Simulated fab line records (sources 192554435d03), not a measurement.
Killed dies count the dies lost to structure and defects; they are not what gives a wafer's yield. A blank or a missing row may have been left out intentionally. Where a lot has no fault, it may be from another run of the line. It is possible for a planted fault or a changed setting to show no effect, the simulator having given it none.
fab line records || flow n5-finfet
record: {"lots": 4, "wafers": 12, "last-day": 18}
route steps=1938 shown BEOL_M6@1210 PASSIVATION@1936
lots untouched by any fault: they come from a run of this same line in which no faults occurred
start-h: the number of hours between the record's first day and the start of the first shown wafer of the lot || wait-h: hours elapsed since this lot's preceding step || " identical to the entry in the row above || L1.1+2: a row that stands for several wafers || - either no value or no given start || * or withheld: withheld || < > ~ a bound
route shown NAME@n: a module of which the file shows steps, and the number in the route of the first || usual: the fault-free wafers' mean and standard deviation || same: alike in all rows || chamber/n: place in a boat || sites: per-site readings || _std_site: the values' standard deviation || _edge_site: the outer-site mean with the inner-site mean subtracted || radius-mm: for every site, how far away it sits from the centre of the wafer || mask NAME#n: copy n || behind: tool/chamber where the wafer was last shaped || hold: what put the lot on hold/how long, in hours/how the hold closed || device: the n, p or np transistor that did not switch || end of line: the tests these same wafers got at the end of their route || for a step that has no rows: nothing shown but its recipe || killed: count of dies lost to structure and defects at first sort (not the wafer's yield) || map: the dies of a wafer, with x for killed, . for not killed, _ for no die there
set.NAME: the setting as run; set.NAME@STEP: as run at that earlier step || model.NAME: the simulator's own value behind a step, which no gauge read
lots at selected steps of the route; one table per step, one row per wafer
services: a tool's chamber out of use, with start hour (start-h, from the record's first day; less than 0 if before it), hours out, and reason
== steps ==
step: N5_BEOL_M6_DESCUM_16
recipe: {"chemistry": "O2", "time-s": 7.9, "source-power-w": 50, "bias-power-w": 20, "pressure-mtorr": 20, "rf-frequency-hz": 2.712e+07, "temp-c": 40, "resist": "CAR-ArF", "o2-flow-sccm": 225}
step: N5_BEOL_M6_ETCH_61
recipe: {"chemistry": "CF4", "target": "SiARC", "target-depth-a": 455, "mask-material": "CAR-ArF", "time-s": 75.8, "ion-energy-ev": 80, "pressure-mtorr": 40, "source-w": 545, "bias-w": 36, "Ar_flow_sccm": 100, "cf4-flow-sccm": 100, "ends": "cleared"}
step: N5_BEOL_M6_ETCH_62
recipe: {"chemistry": "N2/H2", "target": "SOC", "target-depth-a": 1100, "overetch-a": 220, "mask-material": "SiARC", "temp-c": 40, "time-s": 165, "ion-energy-ev": 200, "pressure-mtorr": 30, "source-w": 840, "bias-w": 150, "n2-flow-sccm": 200, "h2-flow-sccm": 200}
step: N5_BEOL_M6_STRIP_68
recipe: {"chemistry": "N2/H2", "temp-c": 40, "n2-flow-sccm": 200, "h2-flow-sccm": 200, "rf-frequency-hz": 6e+07}
step: N5_BEOL_M6_STRIP_67
recipe: {"chemistry": "CF4", "resist": "SiARC", "power-w": 300, "bias-power-w": 75, "pressure-mtorr": 50, "cf4-flow-sccm": 150, "rf-frequency-hz": 6e+07}
step: N5_BEOL_M6_HM_OPEN_17
recipe: {"chemistry": "Cl2/BCl3", "target-depth-a": 200, "overetch-a": 60, "target": "TiN", "mask-material": "SOC", "ion-energy-ev": 150, "pressure-mtorr": 10, "icp-w": 1000, "bias-w": 126, "Cl2_flow_sccm": 53.25, "bcl3-flow-sccm": 21.75, "Ar_flow_sccm": 25}
step: N5_BEOL_M6_STRIP_19
recipe: {"chemistry": "O2", "power-w": 400, "temp-c": 40, "pressure-mtorr": 30, "rf-frequency-hz": 6e+07, "bias-power-w": 0, "overash-fraction": 0.2, "o2-flow-sccm": 225}
step: N5_BEOL_M6_COAT_63
recipe: {"resist": "SOC", "temp-c": 250, "time-s": 60, "spin-rpm": 1500, "resist-thk-nm": 60}
step: N5_BEOL_M6_COAT_64
recipe: {"resist": "SiARC", "temp-c": 220, "time-s": 60, "spin-rpm": 1500, "resist-thk-nm": 12}
step: N5_BEOL_M6_COAT_71
recipe: {"resist": "underlayer", "temp-c": 205, "time-s": 60, "spin-rpm": 1500, "resist-thk-nm": 5}
usual: {"spin-speed-rpm": "1500.0/1"}
{"lot.wafer": "L939.4", "tool": "litho-track-02", "chamber": 0, "start-h": 231.89, "wait-h": "-", "spin-speed-rpm": 1500.8, "model.underlayer_of_BEOL_M6_COAT_71.thk-nm": 5}
{"lot.wafer": "L939.5", "tool": "litho-track-02", "chamber": 0, "start-h": 231.89, "wait-h": "-", "spin-speed-rpm": 1500.5, "model.underlayer_of_BEOL_M6_COAT_71.thk-nm": 5}
{"lot.wafer": "L939.6", "tool": "litho-track-02", "chamber": 0, "start-h": 231.89, "wait-h": "-", "spin-speed-rpm": 1501.8, "model.underlayer_of_BEOL_M6_COAT_71.thk-nm": 5}
{"lot.wafer": "L949.1", "tool": "litho-track-02", "chamber": 0, "start-h": 287.58, "wait-h": "-", "spin-speed-rpm": 1755.8, "model.underlayer_of_BEOL_M6_COAT_71.thk-nm": 4.6}
{"lot.wafer": "L949.2", "tool": "litho-track-02", "chamber": 0, "start-h": 287.58, "wait-h": "-", "spin-speed-rpm": 1755.1, "model.underlayer_of_BEOL_M6_COAT_71.thk-nm": 4.6}
{"lot.wafer": "L949.5", "tool": "litho-track-02", "chamber": 0, "start-h": 287.58, "wait-h": "-", "spin-speed-rpm": 1756.4, "model.underlayer_of_BEOL_M6_COAT_71.thk-nm": 4.6}
{"lot.wafer": "L951.2", "tool": "litho-track-02", "chamber": 0, "start-h": 305.65, "wait-h": "-", "spin-speed-rpm": 1757.6, "model.underlayer_of_BEOL_M6_COAT_71.thk-nm": 4.6}
{"lot.wafer": "L951.3", "tool": "litho-track-02", "chamber": 0, "start-h": 305.65, "wait-h": "-", "spin-speed-rpm": 1756.5, "model.underlayer_of_BEOL_M6_COAT_71.thk-nm": 4.6}
{"lot.wafer": "L951.5", "tool": "litho-track-02", "chamber": 0, "start-h": 305.65, "wait-h": "-", "spin-speed-rpm": 1757.2, "model.underlayer_of_BEOL_M6_COAT_71.thk-nm": 4.6}
{"lot.wafer": "L955.2", "tool": "litho-track-04", "chamber": 0, "start-h": 324.86, "wait-h": "-", "spin-speed-rpm": 1501.2, "model.underlayer_of_BEOL_M6_COAT_71.thk-nm": 5}
{"lot.wafer": "L955.4", "tool": "litho-track-04", "chamber": 0, "start-h": 324.86, "wait-h": "-", "spin-speed-rpm": 1500.0, "model.underlayer_of_BEOL_M6_COAT_71.thk-nm": 5}
{"lot.wafer": "L955.5", "tool": "litho-track-04", "chamber": 0, "start-h": 324.86, "wait-h": "-", "spin-speed-rpm": 1501.3, "model.underlayer_of_BEOL_M6_COAT_71.thk-nm": 5}
step: N5_BEOL_M6_COAT_22
recipe: {"resist": "CAR-EUV", "spin-rpm": 1500, "resist-thk-nm": 30}
step: N5_BEOL_M6_EBR_24
recipe: {"solvent": "PGMEA", "ebr-width-mm": 1.5}
step: N5_BEOL_M6_SOFTBAKE_23
recipe: {"temp-c": 110, "time-s": 60, "resist": "CAR-EUV"}
step: N5_BEOL_M6_EXPOSE_25
recipe: {"mask-id": "V5", "na": 0.33, "source-shape": "annular", "sigma-inner": 0.4, "sigma-outer": 0.8, "polarization": "unpolarized", "target-cd-nm": 40, "dose-mj": 45}
step: N5_BEOL_M6_PEB_26
recipe: {"peb-temp-c": 100, "peb-time-s": 60, "resist": "CAR-EUV"}
step: N5_BEOL_M6_DEVELOP_27
recipe: {"develop-time-s": 30, "developer": "TMAH", "resist": "CAR-EUV", "rinse-liquid": "surfactant-rinse", "dry": "air-spin", "dev-temp-c": 23}
step: N5_BEOL_M6_DESCUM_33
recipe: {"chemistry": "O2", "time-s": 7, "source-power-w": 50, "bias-power-w": 20, "pressure-mtorr": 20, "rf-frequency-hz": 2.712e+07, "temp-c": 40, "resist": "CAR-EUV", "o2-flow-sccm": 225}
step: N5_BEOL_M6_ETCH_72
recipe: {"chemistry": "N2/H2", "target": "underlayer", "target-depth-a": 65, "mask-material": "CAR-EUV", "time-s": 5.2, "ion-energy-ev": 200, "pressure-mtorr": 30, "source-w": 840, "bias-w": 150, "n2-flow-sccm": 200, "h2-flow-sccm": 200, "ends": "cleared"}
usual: {"chamber-pressure-mTorr": "30.00/0.04", "drypump-motor-current-A": "5.8/0.44", "etch-rf-on-time-s": "5.15/0.087", "h2-flow-sccm": "200.0/0.63", "oes-product-au": "0.67/0.067", "rf-vpp-V": "525/3.1", "showerhead-plenum-p-Torr": "2.57/0.099", "throttle-valve-pct": "17.86/0.27"}
{"lot.wafer": "L939.4", "tool": "rie-diel-06", "chamber": 0, "start-h": 232.44, "wait-h": 0.0, "chamber-pressure-mTorr": 30.04, "drypump-motor-current-A": 5.8, "etch-rf-on-time-s": 5.09, "h2-flow-sccm": 200.7, "oes-product-au": 0.75, "rf-hours-counter-h": 40, "rf-vpp-V": 522, "showerhead-plenum-p-Torr": 2.49, "throttle-valve-pct": 17.69, "model.etch.depth-nm": 4.988}
{"lot.wafer": "L939.5", "tool": "rie-diel-06", "chamber": 2, "start-h": 232.44, "wait-h": 0.0, "chamber-pressure-mTorr": 30.03, "drypump-motor-current-A": 5.5, "etch-rf-on-time-s": 5.15, "h2-flow-sccm": 200.1, "oes-product-au": 0.63, "rf-hours-counter-h": "-", "rf-vpp-V": 526, "showerhead-plenum-p-Torr": 2.63, "throttle-valve-pct": 18.26, "model.etch.depth-nm": 4.986}
{"lot.wafer": "L939.6", "tool": "rie-diel-06", "chamber": 3, "start-h": 232.44, "wait-h": 0.0, "chamber-pressure-mTorr": 29.99, "drypump-motor-current-A": 6.4, "etch-rf-on-time-s": 5.18, "h2-flow-sccm": 200.5, "oes-product-au": 0.64, "rf-hours-counter-h": "-", "rf-vpp-V": 524, "showerhead-plenum-p-Torr": 2.55, "throttle-valve-pct": 18.31, "model.etch.depth-nm": 4.993}
{"lot.wafer": "L949.1", "tool": "rie-diel-02", "chamber": 3, "start-h": 288.77, "wait-h": 0.0, "chamber-pressure-mTorr": 29.89, "drypump-motor-current-A": 5.9, "etch-rf-on-time-s": 4.79, "h2-flow-sccm": 200.2, "oes-product-au": 0.62, "rf-hours-counter-h": 171, "rf-vpp-V": 520, "showerhead-plenum-p-Torr": 2.43, "throttle-valve-pct": 17.69, "model.etch.depth-nm": 4.602}
{"lot.wafer": "L949.2", "tool": "rie-diel-02", "chamber": 2, "start-h": 288.77, "wait-h": 0.0, "chamber-pressure-mTorr": 29.94, "drypump-motor-current-A": 6.1, "etch-rf-on-time-s": 4.74, "h2-flow-sccm": 200.3, "oes-product-au": 0.65, "rf-hours-counter-h": 148, "rf-vpp-V": 527, "showerhead-plenum-p-Torr": 2.65, "throttle-valve-pct": 17.75, "model.etch.depth-nm": 4.608}
{"lot.wafer": "L949.5", "tool": "rie-diel-02", "chamber": 0, "start-h": 288.77, "wait-h": 0.0, "chamber-pressure-mTorr": 30.02, "drypump-motor-current-A": 5.5, "etch-rf-on-time-s": 4.69, "h2-flow-sccm": 200.0, "oes-product-au": 0.76, "rf-hours-counter-h": "-", "rf-vpp-V": 526, "showerhead-plenum-p-Torr": 2.70, "throttle-valve-pct": 17.58, "model.etch.depth-nm": 4.609}
{"lot.wafer": "L951.2", "tool": "rie-diel-02", "chamber": 3, "start-h": 306.20, "wait-h": 0.0, "chamber-pressure-mTorr": 30.10, "drypump-motor-current-A": 5.9, "etch-rf-on-time-s": 4.70, "h2-flow-sccm": 200.6, "oes-product-au": 0.61, "rf-hours-counter-h": 176, "rf-vpp-V": 520, "showerhead-plenum-p-Torr": 2.43, "throttle-valve-pct": 17.72, "model.etch.depth-nm": 4.597}
{"lot.wafer": "L951.3", "tool": "rie-diel-02", "chamber": 1, "start-h": 306.20, "wait-h": 0.0, "chamber-pressure-mTorr": 29.95, "drypump-motor-current-A": 6.5, "etch-rf-on-time-s": 4.65, "h2-flow-sccm": 199.9, "oes-product-au": 0.82, "rf-hours-counter-h": 4, "rf-vpp-V": 526, "showerhead-plenum-p-Torr": 2.61, "throttle-valve-pct": 17.67, "model.etch.depth-nm": 4.609}
{"lot.wafer": "L951.5", "tool": "rie-diel-02", "chamber": 2, "start-h": 306.20, "wait-h": 0.0, "chamber-pressure-mTorr": 30.02, "drypump-motor-current-A": 6.1, "etch-rf-on-time-s": 4.67, "h2-flow-sccm": 199.4, "oes-product-au": 0.64, "rf-hours-counter-h": "-", "rf-vpp-V": 527, "showerhead-plenum-p-Torr": 2.65, "throttle-valve-pct": 17.78, "model.etch.depth-nm": 4.592}
{"lot.wafer": "L955.2", "tool": "rie-diel-01", "chamber": 3, "start-h": 325.29, "wait-h": 0.0, "chamber-pressure-mTorr": 29.99, "drypump-motor-current-A": 6.2, "etch-rf-on-time-s": 5.21, "h2-flow-sccm": 198.5, "oes-product-au": 0.62, "rf-hours-counter-h": 184, "rf-vpp-V": 525, "showerhead-plenum-p-Torr": 2.64, "throttle-valve-pct": 17.98, "model.etch.depth-nm": 5.026}
{"lot.wafer": "L955.4", "tool": "rie-diel-01", "chamber": 0, "start-h": 325.29, "wait-h": 0.0, "chamber-pressure-mTorr": 30.01, "drypump-motor-current-A": 5.7, "etch-rf-on-time-s": 5.42, "h2-flow-sccm": 199.0, "oes-product-au": 0.58, "rf-hours-counter-h": 242, "rf-vpp-V": 520, "showerhead-plenum-p-Torr": 2.40, "throttle-valve-pct": 18.17, "model.etch.depth-nm": 5.027}
{"lot.wafer": "L955.5", "tool": "rie-diel-01", "chamber": 0, "start-h": 325.29, "wait-h": 0.0, "chamber-pressure-mTorr": 30.00, "drypump-motor-current-A": 5.6, "etch-rf-on-time-s": 5.44, "h2-flow-sccm": 200.2, "oes-product-au": 0.58, "rf-hours-counter-h": "-", "rf-vpp-V": 520, "showerhead-plenum-p-Torr": 2.40, "throttle-valve-pct": 18.18, "model.etch.depth-nm": 5.024}
step: N5_BEOL_M6_ETCH_65
recipe: {"chemistry": "CF4", "target": "SiARC", "target-depth-a": 156, "mask-material": "CAR-EUV", "time-s": 26, "ion-energy-ev": 80, "pressure-mtorr": 40, "source-w": 545, "bias-w": 36, "Ar_flow_sccm": 100, "cf4-flow-sccm": 100, "ends": "cleared"}
step: N5_PASSIVATION_PROBE_49
usual: {"defect-limited-yield": "91.2/1.4", "killed_at_M0_to_M3": "34/9.4", "killed_at_M4_up": "13/5.8", "killed-at-contacts": "13/6.4", "killed-at-front-end": "41/11", "killed-at-other": "3.1/2.3", "killed-dies": "103/16", "killed-open": "69/12", "killed-short": "33/7.8", "sort_bin_5_function": "5.1/0.91", "sort_bin_6_memory": "3.3/0.63", "sort-n-pass": "1077/16", "sort-yield-pct": "91.2/1.4"}
same: {"gross-dies": 1180, "killed-at-back-side": 0, "sort_bin_4_leakage[%]": 0, "sort_bin_8_speed[%]": 0}
{"lot.wafer": "L949.1", "tool": "prober-01", "chamber": "-", "start-h": 425.92, "wait-h": 0.0, "defect-limited-yield[%]": 90.9, "killed_at_M0_to_M3": 26, "killed_at_M4_up": 4, "killed-at-contacts": 3, "killed-at-front-end": 71, "killed-at-other": 3, "killed-dies": 107, "killed-open": 70, "killed-short": 33, "sort_bin_5_function[%]": 5.3, "sort_bin_6_memory[%]": 3.0, "sort-n-pass": 1073, "sort-yield-pct[%]": 90.9}
{"lot.wafer": "L949.2", "tool": "prober-01", "chamber": "-", "start-h": 425.97, "wait-h": 0.1, "defect-limited-yield[%]": 90.3, "killed_at_M0_to_M3": 32, "killed_at_M4_up": 10, "killed-at-contacts": 15, "killed-at-front-end": 55, "killed-at-other": 3, "killed-dies": 115, "killed-open": 71, "killed-short": 44, "sort_bin_5_function[%]": 6.4, "sort_bin_6_memory[%]": 2.8, "sort-n-pass": 1065, "sort-yield-pct[%]": 90.3}
{"lot.wafer": "L949.5", "tool": "prober-01", "chamber": "-", "start-h": 426.12, "wait-h": 0.2, "defect-limited-yield[%]": 92.3, "killed_at_M0_to_M3": 21, "killed_at_M4_up": 8, "killed-at-contacts": 7, "killed-at-front-end": 53, "killed-at-other": 2, "killed-dies": 91, "killed-open": 56, "killed-short": 35, "sort_bin_5_function[%]": 3.6, "sort_bin_6_memory[%]": 3.9, "sort-n-pass": 1089, "sort-yield-pct[%]": 92.3}
killed by level:class
L949.1 FIN_SAQP:geometric-particle:open=24 STI_FIN_REVEAL:geometric-particle:open=15 FIN_SAQP:geometric-particle:short=12 GATE_CUT:geometric-particle:short=5 BEOL_M1:geometric-particle:short=5 BEOL_M0_SAQP:geometric-particle:short=4 BEOL_M1:geometric-particle:open=4 BEOL_M2:geometric-particle:open=4
L949.2 FIN_SAQP:geometric-particle:open=13 FIN_SAQP:geometric-particle:short=11 BEOL_M2:geometric-particle:open=11 MOL_CONTACT_COAG:geometric-particle:open=9 STI_FIN_REVEAL:geometric-particle:open=8 GATE_CUT:geometric-particle:short=8 MOL_CONTACT_COAG:geometric-particle:short=6 BEOL_M1:geometric-particle:open=6
L949.5 FIN_SAQP:geometric-particle:open=14 DUMMY_GATE:geometric-particle:open=9 GATE_CUT:geometric-particle:short=7 MOL_CONTACT_COAG:geometric-particle:open=6 FIN_SAQP:geometric-particle:short=5 BEOL_M0_SAQP:geometric-particle:short=5 BEOL_M0_SAQP:geometric-particle:open=5 STI_FIN_REVEAL:geometric-particle:short=4
== services ==
{"tool": "rie-diel-01", "chamber": 2, "start-h": 231.57, "hours": "-", "kind": "clean"}
{"tool": "rie-diel-01", "chamber": 2, "start-h": 231.57, "hours": "-", "kind": "consumable-replace:focus-ring"}
{"tool": "rie-diel-01", "chamber": 2, "start-h": 231.57, "hours": 32.8, "kind": "scheduled-down"}
{"tool": "rie-diel-01", "chamber": 2, "start-h": 231.57, "hours": 32.8, "kind": "vent-cycle"}
{"tool": "rie-diel-02", "chamber": "-", "start-h": 241.53, "hours": 15.6, "kind": "pm"}
{"tool": "rie-diel-06", "chamber": 1, "start-h": 266.28, "hours": 23.2, "kind": "repair"}
{"tool": "rie-diel-02", "chamber": 1, "start-h": 277.02, "hours": "-", "kind": "clean"}
{"tool": "rie-diel-02", "chamber": 1, "start-h": 277.02, "hours": "-", "kind": "consumable-replace:focus-ring"}
{"tool": "rie-diel-02", "chamber": 1, "start-h": 277.02, "hours": 15.9, "kind": "scheduled-down"}
{"tool": "rie-diel-02", "chamber": 1, "start-h": 277.02, "hours": 15.9, "kind": "vent-cycle"}
== key ==
first-sign: {"step": "N5_BEOL_M6_COAT_71", "reading": "spin-speed-rpm", "direction": "up", "sigmas": "99+", "usual": "*", "struck": "*"}
effect: {"step": "N5_BEOL_M6_ETCH_72", "reading": "etch-rf-on-time-s", "direction": "down", "sigmas": 5.2, "usual": "*", "struck": "*"}
model-effect: {"step": "N5_BEOL_M6_COAT_71", "value": "underlayer_of_BEOL_M6_COAT_71.thk-nm", "without": 5, "struck": 4.6}
model-effect: {"step": "N5_BEOL_M6_ETCH_72", "value": "etch.depth-nm", "without": 4.982, "struck": 4.603}
met-at N5_BEOL_M6_COAT_71
struck-wafers L949.1,L949.2,L949.5,L951.2,L951.3,L951.5
onset-between 231.89 287.58
fault: {"kind": "process-parameter-drift", "tool": "litho-track-02", "chamber": "-", "onset-h": 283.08, "steps": "N5_BEOL_M6_COAT_71", "channel": "spin-rpm", "offset": "*", "shape": "step", "end-h": 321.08, "acts-in": "*", "stated": "*"}
